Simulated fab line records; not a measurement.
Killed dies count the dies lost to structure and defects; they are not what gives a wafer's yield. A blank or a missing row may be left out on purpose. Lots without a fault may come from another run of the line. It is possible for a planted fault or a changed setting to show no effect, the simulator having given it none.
Lot-split experiment	flow n5 finfet	7 lots, 39 wafers read, on a route of 1938 steps

== THE SPLIT ==
At N5_HKMG_FIN_ETCH_86 (etches SOC in N2/H2, stops on TiN, target depth 393.2 nm), the setting target depth a was moved away from the recipe's 3932 angstrom on 12 of the 39 wafers read, by -6.6% to +6.9%. For the rest of the wafers, this setting stayed at what the recipe calls for.

Reading taken at the split's own step.

== THE READING ==
SOC_of_HKMG_FIN_COAT_85.thk nm (the simulator's own value, which no gauge read), in nm, at N5_HKMG_FIN_ETCH_86 (etches SOC in N2/H2, stops on TiN, target depth 393.2 nm). The file does not state a usual value for it. The 27 wafers here that ran the recipe average 16.2 nm, standard deviation 2.9 nm.

wafer	tool, chamber at the split	target depth a as run, angstrom	against the recipe	SOC_of_HKMG_FIN_COAT_85.thk nm, nm	against lot-mates on the recipe
L074.1	rie diel-04, 1	3932	recipe	15.6	-
L074.2	rie diel-04, 0	3932	recipe	12.6	-
L074.3	rie diel-04, 2	3932	recipe	21.8	-
L074.5	rie diel-04, 2	3932	recipe	21.8	-
L074.4	rie diel-04, 3	3932	recipe	15.4	-
L074.6	rie diel-04, 1	3932	recipe	15.8	-
L076.2	rie diel-04, 3	3932	recipe	15.6	-
L076.4	rie diel-04, 1	3932	recipe	15.8	-
L076.6	rie diel-04, 0	3932	recipe	12.6	-
L083.1	rie diel-01, 2,1	4099	+4.2%	8.6	-8.4
L083.5	rie diel-01, 2,1	4099	+4.2%	8.6	-8.4
L083.2	rie diel-01, 1	3932	recipe	15.6	-
L083.3	rie diel-01, 0	3932	recipe	21.6	-
L083.4	rie diel-01, 3	3932	recipe	13.8	-
L083.6	rie diel-01, 0	4099	+4.2%	9.6	-7.4
L085.1	rie diel-04, 0	3932	recipe	13	-
L085.2	rie diel-04, 1	3932	recipe	16.6	-
L085.3	rie diel-04, 2	3932	recipe	12.4	-
L085.6	rie diel-04, 2	3932	recipe	12.4	-
L085.4	rie diel-04, 3	3932	recipe	16	-
L085.5	rie diel-04, 3	3932	recipe	16	-
L089.1	rie diel-01, 1	3932	recipe	16	-
L089.5	rie diel-01, 1	3932	recipe	16	-
L089.2	rie diel-01, 3,0,0	4122	+4.8%	8.6	-8.7
L089.4	rie diel-01, 3,0,0	4122	+4.8%	8.6	-8.7
L089.6	rie diel-01, 3,0,0	4122	+4.8%	8.6	-8.7
L089.3	rie diel-01, 2	3932	recipe	20	-
L090.1	rie diel-01, 0,3,1	4202	+6.9%	8.6	-10.3
L090.3	rie diel-01, 0,3,1	4202	+6.9%	8.6	-10.3
L090.4	rie diel-01, 0,3,1	4202	+6.9%	8.6	-10.3
L090.2	rie diel-01, 2	3932	recipe	20.2	-
L090.5	rie diel-01, 2	3932	recipe	20.2	-
L090.6	rie diel-01, 1	3932	recipe	16.2	-
L095.1	rie diel-01, 1	3932	recipe	16.6	-
L095.2	rie diel-01, 3	3932	recipe	14.2	-
L095.6	rie diel-01, 3	3932	recipe	14.2	-
L095.3	rie diel-01, 0	3671	-6.6%	41	+26.0
L095.5	rie diel-01, 0	3671	-6.6%	41	+26.0
L095.4	rie diel-01, 1	3671	-6.6%	35.4	+20.4
The file does not say which wafer passed through which chamber wherever a row lists several chambers: such a row stands for several wafers.

THE FIT
A straight line over all 39 wafers: SOC_of_HKMG_FIN_COAT_85.thk nm changes by -2.16 nm for each +1% of target depth a; r = -0.87; the points scatter about the line by 3.9 nm.
The same after taking each lot's own level away (the mean of its wafers on the recipe; 39 wafers): -2.42 nm for each +1%; r = -0.91; scatter 3.5 nm.
The reading moves by 17 nm for the largest change in target depth a, on that fit.
From 14.40 to 18.87 nm: that is the span of the lots' own levels, equal to 1.6 times the standard deviation above.
Hence the slope depends on the lot-to-lot level, as the two fits are not the same.
Check: for one of the wafers moved furthest among these (+6.9%), held out of the fit, the line's prediction against its lot-mates is -15.8 nm. It came out at -10.3 nm against them.

== THE OTHER SPLITS THESE WAFERS WENT THROUGH ==
Note: prior to the reading, these wafers also went through further splits. Each is held against what the fit with the lots' levels taken away leaves over:
other split on the same wafers	wafers away from the commonest value	r with SOC_of_HKMG_FIN_COAT_85.thk nm (lot level and that fit taken away)
N5_DUMMY_GATE_CVD_03 target thk a	18	+0.30
N5_SD_EPI_N_EPI_21 temp c	12	+0.08
N5_SD_EPI_P_EPI_21 temp c	15	+0.05
N5_SD_ACTIVATION_LSA_01 temp c	6	-0.27
N5_HKMG_FIN_ETCH_58 target depth a	18	+0.02

== FILE'S OWN FIT ==
SOC_of_HKMG_FIN_COAT_85.thk nm changes by -2.32 nm for each +1% of target depth a, r = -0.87.
